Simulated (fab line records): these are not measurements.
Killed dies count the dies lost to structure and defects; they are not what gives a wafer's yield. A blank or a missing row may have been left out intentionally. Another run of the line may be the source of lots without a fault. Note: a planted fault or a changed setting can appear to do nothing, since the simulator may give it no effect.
fab line records ; flow n5_finfet ; part 1 of 2: steps 1 to 4 of 6
record: lots: 22; wafers: 66; last_day: 17
route steps=1938 shown HKMG_FIN@403
lots untouched by any fault: they come from a run of this same line in which no faults occurred
start_h: hours from the record's opening day to when the first of the lot's shown wafers began ; wait_h: hours elapsed since this lot's preceding step ; " same as the row above ; L1.1+2: a row that stands for several wafers ; - no value, or no start given ; * or withheld: withheld ; < > ~ a bound
route shown NAME@n: NAME is a module with steps in the file, n the number in the route of the first one ; usual: mean and standard deviation over wafers with no fault ; same: alike in all rows ; chamber/n: place in a boat ; sites: readings site by site ; _std_site: standard deviation across them ; _edge_site: inner sites' mean taken away from outer sites' mean ; radius_mm: how far each site lies from the wafer's centre ; mask NAME#n: copy n ; behind: the tool/chamber that last shaped the wafer ; hold: why the lot went on hold/how many hours it stayed there/how the hold came to an end ; device: the transistor (n, p or np) that didn't switch ; end of line: at the end of the route, the tests of the same wafers ; a step given without rows: its recipe and nothing more ; killed: the dies lost at the first sort to structure and to defects; this is not the yield of the wafer ; map: the dies of a wafer, with x for killed, . for not killed, _ for no die there
set.NAME: the run value of the setting; set.NAME@STEP: its run value at that earlier step ; model.NAME: the simulator's own value behind a step, which no gauge read
steps of the route over a sample of lots; a table a step, a row a wafer
services: when a tool's chamber went out of use (start_h, in hours from the record's first day, below 0 if earlier), for how many hours, and the reason
== steps ==
step: N5_HKMG_FIN_ETCH_55
recipe: chemistry: N2/H2; target: SOC; target_depth_a: 2400; temp_c: 40; time_s: 300; ion_energy_ev: 200; mask_material: SiARC; pressure_mtorr: 30; source_w: 840; bias_w: 150; n2_flow_sccm: 200; h2_flow_sccm: 200
usual: drypump_motor_current_A: 5.8/0.44; oes_product_au: 0.77/0.089; rf_fwd_power_W: 837.9/2.5; rf_vpp_V: 524.2/2; showerhead_plenum_p_Torr: 2.56/0.062; throttle_valve_pct: 17.9/0.3
same: time_s: 300
lot.wafer;tool;chamber;start_h;wait_h;drypump_motor_current_A;oes_product_au;rf_fwd_power_W;rf_hours_counter_h;rf_vpp_V;showerhead_plenum_p_Torr;throttle_valve_pct
L074.1;rie_diel-04;1;71.96;0.0;6.5;0.87;839.7;31;523.4;2.49;17.7
L074.2;rie_diel-04;0;71.96;0.0;5.9;0.67;839.7;243;526.6;2.61;17.7
L074.3;rie_diel-04;2;71.96;0.0;5.4;0.69;834.6;201;527.9;2.63;18.1
L075.2;rie_diel-04;2;79.21;0.0;5.4;0.69;841.8;204;525.7;2.63;18.1
L075.3;rie_diel-04;1;79.21;0.0;6.6;0.87;838.8;35;522.1;2.49;17.7
L075.6;rie_diel-04;2;79.21;0.0;5.4;0.70;841.4;-;526.2;2.63;18.1
L076.2;rie_diel-04;3;85.33;0.0;5.2;0.72;838.6;201;522.6;2.53;18.3
L076.5;rie_diel-04;3;85.33;0.0;5.2;0.72;836.6;-;522.4;2.53;18.3
L076.6;rie_diel-04;0;85.33;0.0;5.9;0.67;835.6;-;526.0;2.61;17.7
L077.1;rie_diel-04;3;90.31;0.0;5.2;0.72;836.7;204;523.2;2.53;18.3
L077.2;rie_diel-04;1;90.31;0.0;6.6;0.86;840.7;39;521.7;2.48;17.7
L077.5;rie_diel-04;1;90.31;0.0;6.6;0.86;835.0;-;521.3;2.48;17.8
L078.2;rie_diel-01;2;93.11;0.0;6.4;0.71;836.3;222;524.9;2.61;17.7
L078.4;rie_diel-01;1;93.11;0.0;5.8;0.67;835.5;243;526.0;2.62;18.1
L078.6;rie_diel-01;3;93.11;0.0;5.6;0.85;838.3;-;525.1;2.58;18.2
L079.1;rie_diel-04;2;102.09;0.0;5.4;0.68;838.0;214;525.9;2.63;18.1
L079.2;rie_diel-04;3;102.09;0.0;5.2;0.72;837.4;210;524.0;2.53;18.3
L079.4;rie_diel-04;1;102.09;0.0;6.6;0.86;837.1;-;522.4;2.48;17.7
L080.2;rie_diel-04;3;106.95;0.0;5.2;0.71;837.4;212;521.7;2.52;18.3
L080.3;rie_diel-04;2;106.95;0.0;5.4;0.69;842.8;216;526.8;2.63;18.1
L080.6;rie_diel-04;3;106.95;0.0;5.2;0.72;836.9;-;523.5;2.52;18.3
L081.1;rie_diel-04;2;113.20;0.0;5.4;0.68;833.9;219;526.4;2.63;18.1
L081.3;rie_diel-04;1;113.20;0.0;6.6;0.85;834.6;47;521.3;2.48;17.8
L081.6;rie_diel-04;3;113.20;0.0;5.2;0.72;838.6;-;523.6;2.52;18.3
L082.2;rie_diel-01;2;123.92;0.0;6.4;0.69;841.0;233;525.9;2.60;17.8
L082.3;rie_diel-01;0;123.92;0.0;5.9;0.71;841.2;189;518.9;2.41;18.1
L082.6;rie_diel-01;2;123.92;0.0;6.5;0.69;839.8;-;527.4;2.60;17.8
L084.1;rie_diel-01;0;132.38;0.0;5.9;0.71;837.9;195;519.1;2.41;18.1
L084.2;rie_diel-01;2;132.38;0.0;6.5;0.69;836.5;239;525.6;2.60;17.8
L084.4;rie_diel-01;2;132.38;0.0;6.4;0.69;836.1;-;525.5;2.60;17.8
L086.2;rie_diel-02;1;143.30;0.0;6.2;0.89;841.0;24;525.9;2.59;17.8
L086.3;rie_diel-02;3;143.30;0.0;5.6;0.72;841.4;203;528.0;2.61;17.7
L086.4;rie_diel-02;0;143.30;0.0;5.9;0.77;836.7;150;524.5;2.56;18.1
L085.1;rie_diel-04;0;146.62;0.0;5.9;0.96;837.9;7;526.5;2.61;17.3
L085.4;rie_diel-04;2;146.62;0.0;5.4;0.68;839.9;224;525.3;2.62;18.1
L085.5;rie_diel-04;3;146.62;0.0;5.2;0.71;836.5;-;523.4;2.52;18.4
L087.4;rie_diel-01;0;153.42;0.0;5.9;0.70;834.9;204;520.8;2.41;18.1
L087.5;rie_diel-01;0;153.42;0.0;5.9;0.70;837.8;-;520.6;2.41;18.2
L087.6;rie_diel-01;3;153.42;0.0;5.6;0.81;837.7;-;524.3;2.57;18.3
L088.2;rie_diel-02;1;154.48;0.0;6.2;0.88;838.6;27;524.3;2.59;17.8
L088.4;rie_diel-02;3;154.48;0.0;5.6;0.72;835.0;207;527.5;2.61;17.8
L088.6;rie_diel-02;0;154.48;0.0;5.9;0.76;834.3;-;522.3;2.56;18.1
L089.2;rie_diel-02;3;161.74;0.0;5.7;0.72;836.6;211;525.9;2.61;17.8
L089.3;rie_diel-02;1;161.74;0.0;6.3;0.88;841.6;30;526.0;2.59;17.8
L089.6;rie_diel-02;0;161.74;0.0;5.9;0.75;834.5;-;522.5;2.55;18.1
L091.1;rie_diel-02;0;174.40;0.0;5.9;0.75;834.5;161;523.6;2.55;18.2
L091.4;rie_diel-02;1;174.40;0.0;6.3;0.87;841.3;35;524.0;2.59;17.8
L091.5;rie_diel-02;3;174.40;0.0;5.7;0.71;835.6;-;526.7;2.61;17.8
L092.1;rie_diel-04;0;181.32;0.0;5.9;0.92;835.6;20;524.8;2.60;17.3
L092.2;rie_diel-04;3;181.32;0.0;5.2;0.69;843.1;233;522.5;2.52;18.4
L092.4;rie_diel-04;2;181.32;0.0;5.4;0.67;838.2;236;525.7;2.62;18.2
L093.1;rie_diel-01;2;188.60;0.0;6.5;0.96;832.9;6;524.0;2.59;17.4
L093.3;rie_diel-01;3;188.60;0.0;5.6;0.81;842.1;130;524.5;2.57;18.3
L093.4;rie_diel-01;0;188.60;0.0;5.9;0.70;840.3;218;521.1;2.40;18.2
L094.4;rie_diel-01;0;192.71;0.0;5.9;0.69;834.7;219;520.2;2.40;18.2
L094.5;rie_diel-01;1;192.71;0.0;5.8;0.93;835.3;-;525.3;2.61;17.8
L094.6;rie_diel-01;0;192.71;0.0;5.9;0.69;837.9;-;521.5;2.40;18.2
L095.2;rie_diel-02;2;199.69;0.0;6.0;0.77;840.8;106;524.9;2.56;17.6
L095.3;rie_diel-02;1;199.69;0.0;6.3;0.85;834.5;42;526.0;2.58;17.8
L095.5;rie_diel-02;1;199.69;0.0;6.3;0.84;838.0;-;525.1;2.58;17.8
L096.1;rie_diel-04;3;206.48;0.0;5.2;0.69;839.5;243;522.2;2.51;18.4
L096.2;rie_diel-04;0;206.48;0.0;5.9;0.91;838.0;29;525.1;2.60;17.4
L096.3;rie_diel-04;2;206.48;0.0;5.4;0.66;838.7;244;525.9;2.61;18.2
L097.3;rie_diel-04;0;210.64;0.0;5.9;0.90;838.9;30;526.7;2.60;17.4
L097.4;rie_diel-04;3;210.64;0.0;5.2;0.68;840.7;244;522.5;2.51;18.4
L097.6;rie_diel-04;3;210.64;0.0;5.2;0.69;843.6;-;522.0;2.51;18.4
step: N5_HKMG_FIN_ALD_36
recipe: material: TiN; target_thk_a: 10; temp_c: 400; ald_precursor_family: TiCl4; ald_co_reactant: NH3; pulse_time_s: 1; purge_time_s: 3; co_reactant_purge_time_s: 2; co_reactant_pulse_time_s: 2; ald_cycles: 47; pressure_torr: 3
usual: heater_power_w: 880/87; precursor_pulse_height_rel: 1.001/0.021
same: co_reactant_pulse_time_s: 2; pulse_time_s: 1
lot.wafer;tool;chamber;start_h;wait_h;heater_power_w;precursor_pulse_height_rel
L074.1;ald_metal-01;2;74.09;0.0;837;0.994
L074.2;ald_metal-01;1;74.09;0.0;1050;0.979
L074.3;ald_metal-01;0;74.09;0.0;875;1.027
L075.2;ald_metal-03;3;81.52;0.0;735;0.984
L075.3;ald_metal-03;1;81.52;0.0;968;1.002
L075.6;ald_metal-03;1;81.52;0.0;966;0.970
L076.2;ald_metal-03;3;87.41;0.0;741;1.005
L076.5;ald_metal-03;2;87.41;0.0;846;0.989
L076.6;ald_metal-03;1;87.41;0.0;964;0.988
L077.1;ald_metal-01;1;92.59;0.0;1010;0.965
L077.2;ald_metal-01;0;92.59;0.0;886;1.000
L077.5;ald_metal-01;2;92.59;0.0;849;1.016
L078.2;ald_metal-03;3;95.19;0.0;744;1.020
L078.4;ald_metal-03;0;95.19;0.0;794;0.991
L078.6;ald_metal-03;2;95.19;0.0;863;0.993
L079.1;ald_metal-01;1;104.19;0.0;1065;1.012
L079.2;ald_metal-01;0;104.19;0.0;884;0.974
L079.4;ald_metal-01;3;104.19;0.0;800;0.999
L080.2;ald_metal-01;2;109.06;0.0;832;0.980
L080.3;ald_metal-01;1;109.06;0.0;1043;0.996
L080.6;ald_metal-01;3;109.06;0.0;792;0.988
L081.1;ald_metal-04;2;115.23;0.0;1003;1.000
L081.3;ald_metal-04;0;115.23;0.0;899;1.028
L081.6;ald_metal-04;0;115.23;0.0;888;1.029
L082.2;ald_metal-04;0;125.96;0.0;880;1.008
L082.3;ald_metal-04;3;125.96;0.0;782;1.037
L082.6;ald_metal-04;1;125.96;0.0;883;1.048
L084.1;ald_metal-01;0;134.42;0.0;882;1.027
L084.2;ald_metal-01;1;134.42;0.0;1061;1.017
L084.4;ald_metal-01;2;134.42;0.0;828;0.963
L086.2;ald_metal-03;3;145.43;0.0;746;0.987
L086.3;ald_metal-03;2;145.43;0.0;852;1.015
L086.4;ald_metal-03;1;145.43;0.0;992;1.022
L085.1;ald_metal-01;2;148.81;0.0;827;1.041
L085.4;ald_metal-01;3;148.81;0.0;805;1.032
L085.5;ald_metal-01;0;148.81;0.0;885;0.991
L087.4;ald_metal-01;1;155.46;0.0;1061;0.981
L087.5;ald_metal-01;2;155.46;0.0;845;0.949
L087.6;ald_metal-01;3;155.46;0.0;796;0.966
L088.2;ald_metal-04;2;156.52;0.0;977;1.013
L088.4;ald_metal-04;1;156.52;0.0;890;0.992
L088.6;ald_metal-04;0;156.52;0.0;902;0.974
L089.2;ald_metal-04;3;163.82;0.0;785;0.991
L089.3;ald_metal-04;1;163.82;0.0;906;1.007
L089.6;ald_metal-04;1;163.82;0.0;901;1.011
L091.1;ald_metal-01;0;176.55;0.0;867;1.033
L091.4;ald_metal-01;1;176.55;0.0;1027;1.018
L091.5;ald_metal-01;1;176.55;0.0;1046;1.033
L092.1;ald_metal-03;1;183.38;0.0;970;1.001
L092.2;ald_metal-03;3;183.38;0.0;760;1.024
L092.4;ald_metal-03;2;183.38;0.0;852;1.030
L093.1;ald_metal-04;2;190.65;0.0;993;0.992
L093.3;ald_metal-04;3;190.65;0.0;792;1.000
L093.4;ald_metal-04;1;190.65;0.0;899;1.020
L094.4;ald_metal-04;1;194.95;0.0;925;1.006
L094.5;ald_metal-04;1;194.95;0.0;911;0.951
L094.6;ald_metal-04;2;194.95;0.0;1009;1.021
L095.2;ald_metal-01;3;201.83;0.0;789;1.010
L095.3;ald_metal-01;1;201.83;0.0;1035;1.004
L095.5;ald_metal-01;1;201.83;0.0;1040;1.011
L096.1;ald_metal-04;2;208.52;0.0;955;1.013
L096.2;ald_metal-04;1;208.52;0.0;895;0.976
L096.3;ald_metal-04;3;208.52;0.0;795;0.968
L097.3;ald_metal-04;0;212.67;0.0;889;0.993
L097.4;ald_metal-04;3;212.67;0.0;807;0.997
L097.6;ald_metal-04;1;212.67;0.0;910;1.016
step: N5_HKMG_FIN_DESCUM_17
recipe: chemistry: O2; time_s: 7.9; source_power_w: 50; bias_power_w: 20; pressure_mtorr: 20; rf_frequency_hz: 2.712e+07; temp_c: 40; resist: CAR-ArF; o2_flow_sccm: 225
usual: drypump_motor_current_A: 5.9/0.4; oes_product_au: 0.79/0.093; rf_fwd_power_W: 49.43/0.22; rf_vpp_V: 243.2/1.1; showerhead_plenum_p_Torr: 2.11/0.05; throttle_valve_pct: 20.51/0.29
same: time_s: 7.9
lot.wafer;tool;chamber;start_h;wait_h;drypump_motor_current_A;oes_product_au;rf_fwd_power_W;rf_hours_counter_h;rf_vpp_V;showerhead_plenum_p_Torr;throttle_valve_pct
L074.1;rie_diel-04;2;75.52;0.3;5.4;0.69;49.58;203;244.5;2.18;20.74
L074.2;rie_diel-04;1;75.52;0.3;6.6;0.87;49.69;33;241.1;2.04;20.32
L074.3;rie_diel-04;0;75.52;0.3;5.9;0.67;48.97;245;244.6;2.14;20.24
L075.2;rie_diel-01;2;82.63;0.0;6.4;0.71;48.84;218;245.2;2.14;20.33
L075.3;rie_diel-01;3;82.63;0.0;5.6;0.85;49.47;84;242.7;2.13;20.79
L075.6;rie_diel-01;3;82.63;0.0;5.6;0.85;49.41;-;243.1;2.13;20.80
L076.2;rie_diel-04;1;88.72;0.0;6.6;0.86;49.25;39;242.7;2.04;20.34
L076.5;rie_diel-04;2;88.72;0.0;5.4;0.69;49.43;-;242.5;2.18;20.76
L076.6;rie_diel-04;3;88.72;0.0;5.2;0.73;49.66;-;242.8;2.06;20.70
L077.1;rie_diel-01;2;93.80;0.1;6.4;0.71;49.08;223;243.4;2.14;20.32
L077.2;rie_diel-01;3;93.80;0.1;5.6;0.84;49.75;89;243.5;2.13;20.80
L077.5;rie_diel-01;0;93.80;0.1;5.9;0.75;49.55;-;241.9;2.02;20.88
L078.2;rie_diel-02;0;96.47;0.1;5.8;0.79;49.15;132;242.8;2.11;20.63
L078.4;rie_diel-02;1;96.47;0.1;6.3;0.97;49.59;6;243.4;2.15;20.49
L078.6;rie_diel-02;2;96.47;0.1;6.0;0.84;49.50;-;244.5;2.13;20.17
L079.1;rie_diel-01;3;105.30;0.0;5.6;0.84;49.37;92;243.1;2.13;20.81
L079.2;rie_diel-01;0;105.30;0.0;6.0;0.74;49.61;182;240.2;2.01;20.87
L079.4;rie_diel-01;1;105.30;0.0;5.8;0.68;49.11;246;243.1;2.15;20.61
L080.2;rie_diel-04;0;110.31;0.0;5.9;1.00;49.38;0;243.1;2.14;19.87
L080.3;rie_diel-04;2;110.31;0.0;5.4;0.68;49.44;218;244.5;2.17;20.77
L080.6;rie_diel-04;1;110.31;0.0;6.6;0.83;49.40;-;242.6;2.04;20.34
L081.1;rie_diel-04;2;116.77;0.0;5.4;0.68;49.45;220;243.7;2.17;20.77
L081.3;rie_diel-04;3;116.77;0.0;5.2;0.71;49.56;216;241.3;2.06;20.73
L081.6;rie_diel-04;3;116.77;0.0;5.2;0.72;49.47;-;241.9;2.06;20.72
L082.2;rie_diel-01;2;127.22;0.2;6.5;0.69;49.19;235;244.4;2.14;20.36
L082.3;rie_diel-01;0;127.22;0.2;5.9;0.73;49.40;191;242.4;2.01;20.89
L082.6;rie_diel-01;2;127.22;0.2;6.5;0.69;48.94;-;244.0;2.14;20.35
L084.1;rie_diel-02;1;136.32;0.8;6.3;0.91;49.83;21;244.2;2.15;20.51
L084.2;rie_diel-02;3;136.32;0.8;5.7;0.72;49.28;201;244.2;2.14;20.35
L084.4;rie_diel-02;0;136.32;0.8;5.9;0.77;49.25;147;243.5;2.10;20.68
L086.2;rie_diel-01;1;146.86;0.2;5.8;1.01;49.29;2;244.1;2.15;20.36
L086.3;rie_diel-01;0;146.86;0.2;5.9;0.73;49.58;202;241.7;2.01;20.90
L086.4;rie_diel-01;3;146.86;0.2;5.6;0.81;49.66;113;242.6;2.12;20.83
L085.1;rie_diel-01;2;150.05;0.0;6.5;0.68;49.18;249;244.2;2.13;20.38
L085.4;rie_diel-01;0;150.05;0.0;5.9;0.73;49.53;203;242.1;2.01;20.89
L085.5;rie_diel-01;2;150.05;0.0;6.4;0.68;49.14;-;244.6;2.13;20.38
L087.4;rie_diel-04;1;156.77;0.1;6.6;0.84;49.48;54;243.2;2.04;20.36
L087.5;rie_diel-04;3;156.77;0.1;5.2;0.71;49.34;-;241.7;2.06;20.74
L087.6;rie_diel-04;2;156.77;0.1;5.3;0.67;49.69;-;244.0;2.17;20.79
L088.2;rie_diel-02;0;157.76;0.0;5.9;0.76;48.84;155;244.2;2.10;20.69
L088.4;rie_diel-02;2;157.76;0.0;6.0;0.81;49.16;91;243.7;2.13;20.17
L088.6;rie_diel-02;1;157.76;0.0;6.3;0.90;49.45;-;243.7;2.15;20.52
L089.2;rie_diel-04;2;165.06;0.0;5.4;0.68;49.34;230;244.1;2.17;20.80
L089.3;rie_diel-04;0;165.06;0.0;5.9;0.94;49.43;14;244.4;2.14;19.87
L089.6;rie_diel-04;1;165.06;0.0;6.6;0.84;49.43;-;242.1;2.04;20.36
L091.1;rie_diel-02;1;177.80;0.0;6.2;0.88;49.82;36;242.6;2.14;20.54
L091.4;rie_diel-02;2;177.80;0.0;6.0;0.81;49.42;99;243.0;2.12;20.20
L091.5;rie_diel-02;0;177.80;0.0;5.9;0.76;49.34;-;243.8;2.10;20.69
L092.1;rie_diel-04;2;184.50;0.0;5.4;0.66;49.03;237;244.4;2.17;20.81
L092.2;rie_diel-04;1;184.50;0.0;6.5;0.83;49.40;64;240.8;2.03;20.36
L092.4;rie_diel-04;0;184.50;0.0;5.9;0.93;49.63;21;243.4;2.13;19.90
L093.1;rie_diel-04;2;191.77;0.0;5.4;0.66;49.41;239;243.5;2.17;20.79
L093.3;rie_diel-04;1;191.77;0.0;6.6;0.81;49.23;67;242.0;2.03;20.38
L093.4;rie_diel-04;0;191.77;0.0;5.9;0.91;49.51;24;242.8;2.13;19.90
L094.4;rie_diel-02;3;196.31;0.0;5.6;0.70;49.45;222;245.3;2.14;20.38
L094.5;rie_diel-02;3;196.31;0.0;5.6;0.70;49.44;-;244.0;2.14;20.39
L094.6;rie_diel-02;0;196.31;0.0;5.9;0.74;49.21;-;242.9;2.09;20.69
L095.2;rie_diel-04;1;202.95;0.0;6.6;0.82;49.29;70;241.5;2.03;20.37
L095.3;rie_diel-04;0;202.95;0.0;5.9;0.91;49.25;27;243.7;2.13;19.91
L095.5;rie_diel-04;2;202.95;0.0;5.4;0.66;49.37;-;242.9;2.17;20.81
L096.1;rie_diel-02;0;209.97;0.2;5.9;0.75;48.75;172;242.2;2.09;20.70
L096.2;rie_diel-02;2;209.97;0.2;6.0;0.78;49.45;109;242.3;2.12;20.21
L096.3;rie_diel-02;3;209.97;0.2;5.6;0.70;49.59;228;244.7;2.14;20.38
L097.3;rie_diel-01;1;214.30;0.4;5.8;0.95;49.30;26;244.1;2.14;20.38
L097.4;rie_diel-01;0;214.30;0.4;5.9;0.71;49.46;226;242.2;2.00;20.95
L097.6;rie_diel-01;3;214.30;0.4;5.6;0.79;49.52;-;243.9;2.11;20.86
step: N5_HKMG_FIN_STRIP_19
recipe: chemistry: N2/H2; power_w: 2500; temp_c: 300; h2_frac: 0.65; time_s: 360; pressure_mtorr: withheld; n2_flow_sccm: 1750; h2_flow_sccm: 3250
usual: drypump_motor_current_A: 5.44/0.12; heater_power_w: 494/69
same: time_s: 360
lot.wafer;tool;chamber;start_h;wait_h;drypump_motor_current_A;heater_power_w;rf_hours_counter_h
L074.1;plasma_asher-02;1;76.12;0.0;5.33;472;37
L074.2;plasma_asher-02;0;76.12;0.0;5.49;598;37
L074.3;plasma_asher-02;1;76.12;0.0;5.33;461;-
L075.2;plasma_asher-01;1;83.23;0.0;5.61;446;89
L075.3;plasma_asher-01;0;83.23;0.0;5.31;450;-
L075.6;plasma_asher-01;0;83.23;0.0;5.33;444;-
L076.2;plasma_asher-02;1;89.32;0.0;5.30;467;40
L076.5;plasma_asher-02;1;89.32;0.0;5.24;464;-
L076.6;plasma_asher-02;0;89.32;0.0;5.49;600;-
L077.1;plasma_asher-02;1;94.41;0.0;5.32;449;42
L077.2;plasma_asher-02;0;94.41;0.0;5.50;607;42
L077.5;plasma_asher-02;0;94.41;0.0;5.49;600;-
L078.2;plasma_asher-01;0;97.07;0.0;5.35;454;93
L078.4;plasma_asher-01;0;97.07;0.0;5.32;444;-
L078.6;plasma_asher-01;0;97.07;0.0;5.35;441;-
L079.1;plasma_asher-01;0;105.90;0.0;5.36;448;94
L079.2;plasma_asher-01;1;105.90;0.0;5.63;456;94
L079.4;plasma_asher-01;1;105.90;0.0;5.63;436;-
L080.2;plasma_asher-01;1;110.90;0.0;5.61;461;95
L080.3;plasma_asher-01;0;110.90;0.0;5.33;452;-
L080.6;plasma_asher-01;0;110.90;0.0;5.36;442;-
L081.1;plasma_asher-02;1;117.37;0.0;5.28;456;46
L081.3;plasma_asher-02;1;117.37;0.0;5.28;474;-
L081.6;plasma_asher-02;1;117.37;0.0;5.28;461;-
L082.2;plasma_asher-01;1;127.82;0.0;5.62;461;99
L082.3;plasma_asher-01;1;127.82;0.0;5.61;447;-
L082.6;plasma_asher-01;0;127.82;0.0;5.37;461;-
L084.1;plasma_asher-01;0;136.92;0.0;5.37;450;101
L084.2;plasma_asher-01;1;136.92;0.0;5.61;442;101
L084.4;plasma_asher-01;0;136.92;0.0;5.34;442;-
L086.2;plasma_asher-01;1;147.46;0.0;5.62;446;103
L086.3;plasma_asher-01;0;147.46;0.0;5.38;451;-
L086.4;plasma_asher-01;1;147.46;0.0;5.61;454;-
L085.1;plasma_asher-02;0;150.65;0.0;5.50;612;50
L085.4;plasma_asher-02;0;150.65;0.0;5.48;605;-
L085.5;plasma_asher-02;1;150.65;0.0;5.28;465;-
L087.4;plasma_asher-01;1;157.49;0.1;5.62;449;-
L087.5;plasma_asher-01;1;157.49;0.1;5.62;445;-
L087.6;plasma_asher-01;0;157.49;0.1;5.33;448;-
L088.2;plasma_asher-01;0;158.36;0.0;5.39;442;106
L088.4;plasma_asher-01;1;158.36;0.0;5.62;448;-
L088.6;plasma_asher-01;0;158.36;0.0;5.37;443;-
L089.2;plasma_asher-01;0;165.66;0.0;5.34;456;108
L089.3;plasma_asher-01;0;165.66;0.0;5.39;445;-
L089.6;plasma_asher-01;1;165.66;0.0;5.60;446;-
L091.1;plasma_asher-02;0;178.43;0.0;5.51;590;57
L091.4;plasma_asher-02;0;178.43;0.0;5.50;605;-
L091.5;plasma_asher-02;0;178.43;0.0;5.50;624;-
L092.1;plasma_asher-02;1;185.10;0.0;5.32;449;60
L092.2;plasma_asher-02;0;185.10;0.0;5.54;591;60
L092.4;plasma_asher-02;0;185.10;0.0;5.53;632;-
L093.1;plasma_asher-02;0;192.36;0.0;5.49;619;62
L093.3;plasma_asher-02;0;192.36;0.0;5.50;604;-
L093.4;plasma_asher-02;1;192.36;0.0;5.29;460;-
L094.4;plasma_asher-02;0;197.02;0.1;5.52;601;-
L094.5;plasma_asher-02;0;197.02;0.1;5.54;621;-
L094.6;plasma_asher-02;1;197.02;0.1;5.28;455;-
L095.2;plasma_asher-02;0;203.54;0.0;5.51;595;66
L095.3;plasma_asher-02;0;203.54;0.0;5.51;607;-
L095.5;plasma_asher-02;1;203.54;0.0;5.28;457;-
L096.1;plasma_asher-02;1;210.63;0.1;5.29;460;69
L096.2;plasma_asher-02;0;210.63;0.1;5.49;623;69
L096.3;plasma_asher-02;1;210.63;0.1;5.31;457;-
L097.3;plasma_asher-02;1;215.02;0.1;5.30;463;-
L097.4;plasma_asher-02;0;215.02;0.1;5.52;599;-
L097.6;plasma_asher-02;0;215.02;0.1;5.51;612;-
